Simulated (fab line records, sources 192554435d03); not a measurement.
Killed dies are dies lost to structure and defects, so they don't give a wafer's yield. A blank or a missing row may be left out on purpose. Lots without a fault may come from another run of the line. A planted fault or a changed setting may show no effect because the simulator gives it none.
Which tool did it? | flow n5_finfet | 24 lots, 72 wafers sampled, at 5 steps of a route of 1938

WHAT THE GAUGES READ, wafer by wafer
N5_BEOL_M6_OVL_MEAS_12. Usual: M6_OVL 0.3 nm, standard deviation 0.69.
lot  | measured     | on         | M6_OVL (nm)    | flag
L074 | day 8 08:22  | overlay-01 | 0.1 0.0 -0.4   |
L076 | day 8 13:12  | overlay-02 | -0.4 0.6 0.1   |
L075 | day 8 23:37  | overlay-02 | 1.0 1.5 1.5    |
L077 | day 9 12:41  | overlay-01 | 0.8 -0.6 0.0   |
L078 | day 9 23:55  | overlay-02 | 1.1 0.6 0.3    |
L079 | day 10 09:41 | overlay-01 | -0.9 -0.7 -0.4 |
L080 | day 10 13:42 | overlay-02 | 1.0 1.1 0.7    |
L083 | day 11 00:17 | overlay-01 | 0.7 0.5 -0.4   |
L082 | day 11 10:10 | overlay-02 | 0.3 -0.1 -0.3  |
L081 | day 11 10:20 | overlay-02 | 0.0 -0.8 0.9   |
L084 | day 11 21:40 | overlay-01 | -0.5 -0.2 0.8  |
L085 | day 12 08:40 | overlay-01 | 1.8 0.5 -0.3   |
L086 | day 12 13:02 | overlay-02 | 0.2 0.1 0.2    |
L089 | day 12 16:53 | overlay-01 | -0.4 0.5 0.7   |
L087 | day 12 21:34 | overlay-02 | 0.1 0.4 0.3    |
L088 | day 13 01:03 | overlay-02 | 0.8 0.6 0.6    |
L090 | day 13 05:55 | overlay-01 | 0.3 0.2 0.4    |
L092 | day 13 10:01 | overlay-02 | -0.3 -0.9 -0.5 |
L093 | day 13 14:35 | overlay-02 | 1.8 1.5 0.6    |
L091 | day 13 18:50 | overlay-01 | -1.3 -1.3 0.3  |
L094 | day 14 06:55 | overlay-02 | -0.3 -0.2 -0.1 |
L095 | day 14 10:46 | overlay-01 | 0.8 0.5 -0.3   |
L097 | day 15 00:29 | overlay-02 | 1.5 1.0 0.4    |
L096 | day 15 10:43 | overlay-01 | 0.5 0.7 1.3    |

N5_BEOL_M6_CD_MEAS_35: target cd 40 nm, target cd y 28 nm. Usual: cd_nm 39.9 nm, standard deviation 0.47.
lot  | measured     | on        | cd_nm (nm)     | flag
L074 | day 8 10:13  | cd_sem-01 | 40.4 40.1 39.8 |
L076 | day 8 16:28  | cd_sem-01 | 40.5 40.1 40.0 |
L075 | day 9 04:53  | cd_sem-03 | 40.0 40.3 39.7 |
L077 | day 9 15:19  | cd_sem-03 | 40.0 40.1 40.6 |
L078 | day 10 01:57 | cd_sem-01 | 40.3 40.5 40.1 |
L079 | day 10 11:53 | cd_sem-02 | 40.4 40.0 39.9 |
L080 | day 10 16:59 | cd_sem-02 | 38.4 39.7 39.3 |
L083 | day 11 02:52 | cd_sem-03 | 39.0 39.6 39.4 |
L082 | day 11 14:49 | cd_sem-03 | 39.7 39.2 39.6 |
L081 | day 11 14:17 | cd_sem-01 | 40.2 40.3 40.9 |
L084 | day 12 00:47 | cd_sem-02 | 39.6 39.8 39.7 |
L085 | day 12 12:16 | cd_sem-02 | 39.1 38.7 39.8 |
L086 | day 12 16:40 | cd_sem-02 | 39.4 39.8 40.1 |
L089 | day 12 18:39 | cd_sem-02 | 39.6 39.7 39.4 |
L087 | day 13 00:44 | cd_sem-02 | 39.7 41.0 40.4 |
L088 | day 13 03:44 | cd_sem-02 | 39.4 40.2 39.9 |
L090 | day 13 09:37 | cd_sem-02 | 40.8 39.8 40.7 |
L092 | day 13 14:53 | cd_sem-02 | 39.1 40.3 40.5 |
L093 | day 13 17:56 | cd_sem-03 | 40.0 39.2 39.8 |
L091 | day 13 22:19 | cd_sem-01 | 40.0 39.5 40.2 |
L094 | day 14 09:43 | cd_sem-02 | 39.3 39.8 39.1 |
L095 | day 14 13:15 | cd_sem-02 | 40.0 39.5 39.3 |
L097 | day 15 02:12 | cd_sem-01 | 39.5 39.9 39.8 |
L096 | day 15 14:08 | cd_sem-01 | 40.0 40.2 39.6 |

WHICH TOOL RAN EACH LOT (tool, then ch and the chambers of the sampled wafers, then the start)
lot  | N5_BEOL_M5_PRE_CLEAN_77          | N5_BEOL_M6_PECVD_70             | N5_BEOL_M6_DESCUM_16
L074 | cvd_co-02 ch 0,1,2, day 8 04:44  | pecvd-02 ch 0,1,2, day 8 05:38  | rie_diel-02 ch 1,2,3, day 8 08:26
L076 | cvd_co-02 ch 0,1,2, day 8 10:26  | pecvd-04 ch 1,2, day 8 11:20    | rie_diel-01 ch 1,3, day 8 13:16
L075 | cvd_co-02 ch 0,1,2, day 8 20:26  | pecvd-03 ch 0,1,2, day 8 21:43  | rie_diel-02 ch 2,3, day 9 00:07
L077 | cvd_co-01 ch 0,1,2, day 9 10:39  | pecvd-03 ch 0,2, day 9 11:35    | rie_diel-01 ch 1,2,3, day 9 13:00
L078 | cvd_co-02 ch 0,1,2, day 9 20:54  | pecvd-04 ch 0,1, day 9 22:19    | rie_diel-01 ch 0,2,3, day 9 23:59
L079 | cvd_co-02 ch 0,2, day 10 06:36   | pecvd-04 ch 0,1,2, day 10 07:33 | rie_diel-02 ch 0,3, day 10 09:44
L080 | cvd_co-01 ch 0,1, day 10 12:02   | pecvd-04 ch 1,2, day 10 12:59   | rie_diel-04 ch 0,3, day 10 13:46
L083 | cvd_co-02 ch 1,2, day 10 22:30   | pecvd-04 ch 0,2, day 10 23:24   | rie_diel-04 ch 0,1,2, day 11 00:59
L082 | cvd_co-02 ch 0,1,2, day 11 08:01 | pecvd-04 ch 0,2, day 11 08:55   | rie_diel-04 ch 2,3, day 11 10:14
L081 | cvd_co-02 ch 0,1,2, day 11 08:22 | pecvd-03 ch 0,1, day 11 09:16   | rie_diel-04 ch 0,1, day 11 10:29
L084 | cvd_co-02 ch 0,1, day 11 18:51   | pecvd-02 ch 0,2, day 11 19:45   | rie_diel-01 ch 1,2, day 11 21:44
L085 | cvd_co-01 ch 0,1,2, day 12 05:37 | pecvd-04 ch 0,1,2, day 12 06:31 | rie_diel-04 ch 1,2,3, day 12 08:44
L086 | cvd_co-02 ch 0,1,2, day 12 10:46 | pecvd-02 ch 0,1,2, day 12 11:42 | rie_diel-04 ch 1,2,3, day 12 13:07
L089 | cvd_co-01 ch 0,1,2, day 12 14:50 | pecvd-03 ch 0,2, day 12 15:44   | rie_diel-02 ch 1,2,3, day 12 16:57
L087 | cvd_co-01 ch 0,1,2, day 12 19:03 | pecvd-02 ch 0,2, day 12 19:57   | rie_diel-04 ch 0,2, day 12 21:41
L088 | cvd_co-01 ch 1,2, day 12 23:19   | pecvd-02 ch 0,2, day 13 00:16   | rie_diel-04 ch 0,3, day 13 01:07
L090 | cvd_co-02 ch 0,1, day 13 03:45   | pecvd-02 ch 0,1, day 13 04:41   | rie_diel-01 ch 2,3, day 13 05:59
L092 | cvd_co-02 ch 0,1, day 13 07:11   | pecvd-04 ch 0,1,2, day 13 08:07 | rie_diel-02 ch 0,1, day 13 10:05
L093 | cvd_co-01 ch 1,2, day 13 10:33   | pecvd-03 ch 0,1,2, day 13 11:27 | rie_diel-04 ch 1,3, day 13 14:38
L091 | cvd_co-02 ch 1,2, day 13 16:13   | pecvd-02 ch 0,1,2, day 13 17:08 | rie_diel-02 ch 0,1,3, day 13 18:54
L094 | cvd_co-01 ch 0,1,2, day 14 04:44 | pecvd-04 ch 0,1,2, day 14 05:38 | rie_diel-02 ch 0,1,3, day 14 07:08
L095 | cvd_co-01 ch 0,2, day 14 08:04   | pecvd-03 ch 1,2, day 14 08:58   | rie_diel-01 ch 0,3, day 14 10:49
L097 | cvd_co-02 ch 0,2, day 14 22:15   | pecvd-04 ch 0,1, day 14 23:13   | rie_diel-02 ch 1,2,3, day 15 00:32
L096 | cvd_co-02 ch 0,2, day 15 06:56   | pecvd-04 ch 0,1,2, day 15 07:53 | rie_diel-04 ch 1,2,3, day 15 10:50
- N5_BEOL_M5_PRE_CLEAN_77: time 15 s.
- N5_BEOL_M6_PECVD_70: deposits SiO2 from TEOS/O2, target thk 20 nm, time 22.7 s.
- N5_BEOL_M6_DESCUM_16: chemistry O2, time 7.9 s.

WHAT THE TOOLS THEMSELVES READ (means of the sampled wafers that have a number; where no wafer has one, the mark that the record gives instead)
N5_BEOL_M5_PRE_CLEAN_77. Usual: heater_power_w 87 W, standard deviation 15.
lot  | tool      | heater_power_w (W) | flag
L074 | cvd_co-02 | 85                 |
L076 | cvd_co-02 | 85                 |
L075 | cvd_co-02 | 84                 |
L077 | cvd_co-01 | 90                 |
L078 | cvd_co-02 | 85                 |
L079 | cvd_co-02 | 92                 |
L080 | cvd_co-01 | 105                |
L083 | cvd_co-02 | 83                 |
L082 | cvd_co-02 | 84                 |
L081 | cvd_co-02 | 84                 |
L084 | cvd_co-02 | 85                 |
L085 | cvd_co-01 | 90                 |
L086 | cvd_co-02 | 84                 |
L089 | cvd_co-01 | 90                 |
L087 | cvd_co-01 | 91                 |
L088 | cvd_co-01 | 76                 |
L090 | cvd_co-02 | 80                 |
L092 | cvd_co-02 | 79                 |
L093 | cvd_co-01 | 76                 |
L091 | cvd_co-02 | 78                 |
L094 | cvd_co-01 | 91                 |
L095 | cvd_co-01 | 104                |
L097 | cvd_co-02 | 93                 |
L096 | cvd_co-02 | 91                 |

N5_BEOL_M6_PECVD_70. Usual: chamber_pressure_Torr 5.499 Torr, standard deviation 0.011; heater_power_w 713 W, standard deviation 120; showerhead_plenum_p_Torr 8.78 Torr, standard deviation 0.059; throttle_valve_pct 22.6 %, standard deviation 0.96.
lot  | tool     | chamber_pressure_Torr (Torr) | heater_power_w (W) | showerhead_plenum_p_Torr (Torr) | throttle_valve_pct (%) | flag
L074 | pecvd-02 | 5.514                        | 646                | 8.73                            | 22.2                   |
L076 | pecvd-04 | 5.496                        | 646                | 8.82                            | 22.6                   |
L075 | pecvd-03 | 5.501                        | 717                | 8.78                            | 23.3                   |
L077 | pecvd-03 | 5.507                        | 674                | 8.75                            | 23.9                   |
L078 | pecvd-04 | 5.493                        | 776                | 8.84                            | 22.7                   |
L079 | pecvd-04 | 5.499                        | 707                | 8.81                            | 22.3                   |
L080 | pecvd-04 | 5.499                        | 707                | 8.81                            | 22.7                   |
L083 | pecvd-04 | 5.496                        | 855                | 8.82                            | 22.2                   |
L082 | pecvd-04 | 5.484                        | 791                | 8.82                            | 22.2                   |
L081 | pecvd-03 | 5.501                        | 761                | 8.78                            | 23.7                   |
L084 | pecvd-02 | 5.505                        | 595                | 8.68                            | 21.7                   |
L085 | pecvd-04 | 5.498                        | 750                | 8.81                            | 22.5                   |
L086 | pecvd-02 | 5.486                        | 592                | 8.72                            | 22.2                   |
L089 | pecvd-03 | 5.504                        | 834                | 8.77                            | 22.6                   |
L087 | pecvd-02 | 5.511                        | 605                | 8.75                            | 21.6                   |
L088 | pecvd-02 | 5.506                        | 581                | 8.69                            | 21.7                   |
L090 | pecvd-02 | 5.503                        | 592                | 8.80                            | 22.3                   |
L092 | pecvd-04 | 5.500                        | 778                | 8.82                            | 22.5                   |
L093 | pecvd-03 | 5.497                        | 733                | 8.77                            | 23.3                   |
L091 | pecvd-02 | 5.500                        | 592                | 8.74                            | 22.1                   |
L094 | pecvd-04 | 5.496                        | 755                | 8.80                            | 22.5                   |
L095 | pecvd-03 | 5.488                        | 816                | 8.79                            | 22.8                   |
L097 | pecvd-04 | 5.507                        | 726                | 8.84                            | 22.9                   |
L096 | pecvd-04 | 5.503                        | 743                | 8.82                            | 22.8                   |

N5_BEOL_M6_DESCUM_16. Usual: drypump_motor_current_A 5.5 A, standard deviation 0.35; oes_product_au 0.81 a.u., standard deviation 0.083; rf_vpp_V 243.4 V, standard deviation 1.1; showerhead_plenum_p_Torr 2.11 Torr, standard deviation 0.054; temp_c 40.01 C, standard deviation 0.11; throttle_valve_pct 20.45 %, standard deviation 0.15.
lot  | tool        | drypump_motor_current_A (A) | oes_product_au (a.u.) | rf_vpp_V (V) | showerhead_plenum_p_Torr (Torr) | temp_c (C) | throttle_valve_pct (%) | flag
L074 | rie_diel-02 | 5.1                         | 0.76                  | 243.5        | 2.12                            | 40.11      | 20.44                  |
L076 | rie_diel-01 | 5.8                         | 0.81                  | 242.8        | 2.08                            | 40.11      | 20.31                  |
L075 | rie_diel-02 | 5.2                         | 0.73                  | 244.0        | 2.13                            | 39.96      | 20.35                  |
L077 | rie_diel-01 | 5.9                         | 0.79                  | 243.3        | 2.13                            | 39.96      | 20.33                  |
L078 | rie_diel-01 | 5.7                         | 0.86                  | 244.1        | 2.15                            | 39.87      | 20.26                  |
L079 | rie_diel-02 | 5.5                         | 0.69                  | 243.9        | 2.15                            | 39.79      | 20.71                  |
L080 | rie_diel-04 | 5.7                         | 0.74                  | 242.3        | 2.09                            | 39.93      | 20.58                  |
L083 | rie_diel-04 | 5.5                         | 0.80                  | 242.8        | 2.07                            | 40.07      | 20.50                  |
L082 | rie_diel-04 | 5.5                         | 0.83                  | 243.8        | 2.12                            | 40.13      | 20.49                  |
L081 | rie_diel-04 | 5.5                         | 0.81                  | 242.2        | 2.05                            | 39.95      | 20.47                  |
L084 | rie_diel-01 | 6.0                         | 0.72                  | 243.4        | 2.17                            | 40.05      | 20.41                  |
L085 | rie_diel-04 | 5.5                         | 0.83                  | 243.0        | 2.09                            | 39.96      | 20.48                  |
L086 | rie_diel-04 | 5.5                         | 0.83                  | 243.1        | 2.09                            | 40.06      | 20.47                  |
L089 | rie_diel-02 | 5.1                         | 0.73                  | 244.1        | 2.11                            | 40.10      | 20.50                  |
L087 | rie_diel-04 | 5.5                         | 0.88                  | 243.3        | 2.10                            | 39.97      | 20.43                  |
L088 | rie_diel-04 | 5.7                         | 0.94                  | 243.5        | 2.08                            | 39.95      | 20.33                  |
L090 | rie_diel-01 | 5.9                         | 0.82                  | 244.3        | 2.15                            | 39.97      | 20.33                  |
L092 | rie_diel-02 | 5.0                         | 0.84                  | 244.1        | 2.11                            | 40.03      | 20.64                  |
L093 | rie_diel-04 | 5.5                         | 0.83                  | 243.1        | 2.07                            | 39.96      | 20.44                  |
L091 | rie_diel-02 | 5.2                         | 0.80                  | 243.1        | 2.13                            | 40.07      | 20.55                  |
L094 | rie_diel-02 | 5.2                         | 0.80                  | 244.0        | 2.13                            | 40.01      | 20.56                  |
L095 | rie_diel-01 | 5.4                         | 0.81                  | 244.0        | 2.14                            | 39.99      | 20.28                  |
L097 | rie_diel-02 | 5.1                         | 0.72                  | 243.4        | 2.10                            | 39.91      | 20.54                  |
L096 | rie_diel-04 | 5.5                         | 0.79                  | 243.0        | 2.08                            | 40.00      | 20.51                  |

THE ANSWER, worked out from the rows above alone
Rule: a lot is off if the mean of its wafers that have a number lies more than 3 standard deviations from the usual mean. A lot without any number at a reading at which 4 lots or more have one is off too. The other lots that the step has rows for count as sound. The gauges are gone through in route order, then the tools' own readings, and for those a lot's mean is taken as printed above. The first step at which some lot is off is used, and at that step the reading that is off furthest; a lot without a number counts as furthest.
No lot is off at any reading shown: from this, nothing can be told.

WHAT THE SIMULATOR HAD PUT IN
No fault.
